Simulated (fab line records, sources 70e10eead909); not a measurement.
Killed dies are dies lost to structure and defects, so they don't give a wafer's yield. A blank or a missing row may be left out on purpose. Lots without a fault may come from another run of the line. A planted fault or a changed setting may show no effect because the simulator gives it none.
Which tool did it? | flow nand_harc | 12 lots, 36 wafers sampled, at 4 steps of a route of 1159

WHAT THE GAUGES READ, wafer by wafer
NHARC_P_STI_OCD_MEAS_17.
lot  | measured    | on     | trench_depth_nm (nm) | trench_foot_cd_nm (nm)
L165 | day 2 14:19 | ocd-01 | 294 307 301          | 153 154 158
L167 | day 3 02:49 | ocd-01 | 306 307 304          | 157 160 164
L169 | day 3 11:51 | ocd-02 | 299 303 293          | 158 155 161
L170 | day 3 18:41 | ocd-02 | 294 293 290          | 162 163 158
L171 | day 3 23:47 | ocd-01 | 302 296 300          | 157 163 160
L174 | day 4 19:34 | ocd-02 | 291 298 296          | 155 153 157
L175 | day 4 23:34 | ocd-02 | 305 310 306          | 154 153 159
L177 | day 5 08:31 | ocd-01 | 302 294 303          | 156 159 153
L184 | day 7 06:14 | ocd-02 | 301 306 302          | 155 156 154
L186 | day 7 14:24 | ocd-02 | 302 307 302          | 153 163 155
L188 | day 8 02:05 | ocd-02 | 303 304 304          | 160 164 162
L187 | day 8 02:08 | ocd-01 | 306 291 302          | 153 159 154

NHARC_P_GATE_CD_MEAS_46: target cd 720 nm.
lot  | measured     | on        | cd_nm (nm)
L165 | day 5 03:27  | cd_sem-03 | 719.9 718.6 720.1
L167 | day 5 18:55  | cd_sem-01 | 724.2 718.9 720.8
L169 | day 6 02:41  | cd_sem-03 | 719.9 720.4 717.8
L170 | day 6 19:37  | cd_sem-02 | 721.0 724.1 718.7
L171 | day 6 21:43  | cd_sem-02 | 720.3 718.4 719.4
L174 | day 7 13:49  | cd_sem-03 | 722.6 720.3 716.9
L175 | day 7 23:46  | cd_sem-03 | 701.8 697.2 700.5
L177 | day 8 12:34  | cd_sem-01 | 721.6 717.4 724.2
L184 | day 9 19:19  | cd_sem-02 | 722.6 725.6 724.8
L186 | day 10 08:08 | cd_sem-02 | 724.1 721.2 722.8
L188 | day 10 21:54 | cd_sem-02 | 722.7 720.1 720.0
L187 | day 10 23:58 | cd_sem-03 | 720.2 721.6 717.9

WHICH TOOL RAN EACH LOT (tool, then ch and the chambers of the sampled wafers, then the start)
lot  | NHARC_P_STI_ETCH_15             | NHARC_P_GATE_EXPOSE_43
L165 | rie_si-06 ch 0,1,2, day 2 14:06 | krf_scanner-01 ch 0, day 5 03:17
L167 | rie_si-01 ch 0,1, day 3 02:33   | krf_scanner-01 ch 0, day 5 18:46
L169 | rie_si-03 ch 0,2,3, day 3 11:38 | krf_scanner-02 ch 0, day 6 02:32
L170 | rie_si-03 ch 1,2,3, day 3 18:26 | krf_scanner-02 ch 0, day 6 19:27
L171 | rie_si-06 ch 1,2, day 3 23:32   | krf_scanner-01 ch 0, day 6 21:34
L174 | rie_si-03 ch 0,2,3, day 4 19:17 | krf_scanner-04 ch 0, day 7 13:39
L175 | rie_si-01 ch 0,1, day 4 23:18   | krf_scanner-04 ch 0, day 7 23:37
L177 | rie_si-06 ch 0,1,2, day 5 08:19 | krf_scanner-04 ch 0, day 8 12:25
L184 | rie_si-06 ch 1,2, day 7 06:00   | krf_scanner-04 ch 0, day 9 19:09
L186 | rie_si-01 ch 0,1, day 7 14:08   | krf_scanner-01 ch 0, day 10 07:58
L188 | rie_si-06 ch 2,3, day 8 01:50   | krf_scanner-04 ch 0, day 10 21:44
L187 | rie_si-01 ch 1,2, day 8 01:53   | krf_scanner-02 ch 0, day 10 23:49
- NHARC_P_STI_ETCH_15: etches the open film in HBr/Cl2, target depth 300 nm, time 100.1 s.
- NHARC_P_GATE_EXPOSE_43: exposes mask P NSD, target cd 720 nm.

WHAT THE TOOLS THEMSELVES READ (means of the sampled wafers that have a number; where no wafer has one, the mark that the record gives instead)
NHARC_P_STI_ETCH_15.
lot  | tool      | chamber_pressure_mTorr (mTorr) | drypump_motor_current_A (A) | oes_product_au (a.u.) | throttle_valve_pct (%)
L165 | rie_si-06 | 14.993                         | 5.7                         | 1.007                 | 26.395
L167 | rie_si-01 | 15.010                         | 5.3                         | 1.005                 | 26.401
L169 | rie_si-03 | 15.014                         | 5.5                         | 0.996                 | 26.401
L170 | rie_si-03 | 15.021                         | 5.5                         | 0.985                 | 26.402
L171 | rie_si-06 | 14.998                         | 5.6                         | 0.994                 | 26.400
L174 | rie_si-03 | 14.994                         | 5.4                         | 0.988                 | 26.412
L175 | rie_si-01 | 14.999                         | 5.1                         | 1.012                 | 26.399
L177 | rie_si-06 | 14.982                         | 5.7                         | 1.000                 | 26.405
L184 | rie_si-06 | 14.995                         | 5.6                         | 1.008                 | 26.401
L186 | rie_si-01 | 14.999                         | 5.4                         | 1.009                 | 26.403
L188 | rie_si-06 | 14.992                         | 5.4                         | 1.004                 | 26.407
L187 | rie_si-01 | 14.995                         | 5.7                         | 0.998                 | 26.401

NHARC_P_GATE_EXPOSE_43.
lot  | tool           | focus_offset_nm (nm)
L165 | krf_scanner-01 | 0.7
L167 | krf_scanner-01 | 0.6
L169 | krf_scanner-02 | -0.1
L170 | krf_scanner-02 | 0.2
L171 | krf_scanner-01 | -0.3
L174 | krf_scanner-04 | -0.3
L175 | krf_scanner-04 | -0.3
L177 | krf_scanner-04 | 0.1
L184 | krf_scanner-04 | 0.1
L186 | krf_scanner-01 | -0.5
L188 | krf_scanner-04 | 0.0
L187 | krf_scanner-02 | -0.0

THE ANSWER, worked out from the rows above alone
Rule: what is usual is taken from the lots themselves. Put in order of their means at a reading, lots are off if they are a third of the lots or fewer, leave a main group of 4 or more, and stand apart from it by a gap of 3 or more times the standard deviation of the main group's means; of several such gaps the widest counts. A main group whose means are all the same, to the digits that the tables above print for the reading, isn't used. A lot without any number at a reading at which 4 lots or more have one is off too. The other lots that the step has rows for count as sound. The gauges are gone through in route order, then the tools' own readings, and for those a lot's mean is taken as printed above. The first step at which some lot is off is used, and at that step the reading that is off furthest; a lot without a number counts as furthest.
Off: L175, at NHARC_P_GATE_CD_MEAS_46 (cd_nm). The main group: mean 720.9 nm, standard deviation 1.5.
A tool fits if, at a process step before that reading, it ran every lot that is off, and no sound lot after the first of them. The gauges at NHARC_P_GATE_CD_MEAS_46 are tried like those tools. None of those tried fits.

WHAT THE SIMULATOR HAD PUT IN
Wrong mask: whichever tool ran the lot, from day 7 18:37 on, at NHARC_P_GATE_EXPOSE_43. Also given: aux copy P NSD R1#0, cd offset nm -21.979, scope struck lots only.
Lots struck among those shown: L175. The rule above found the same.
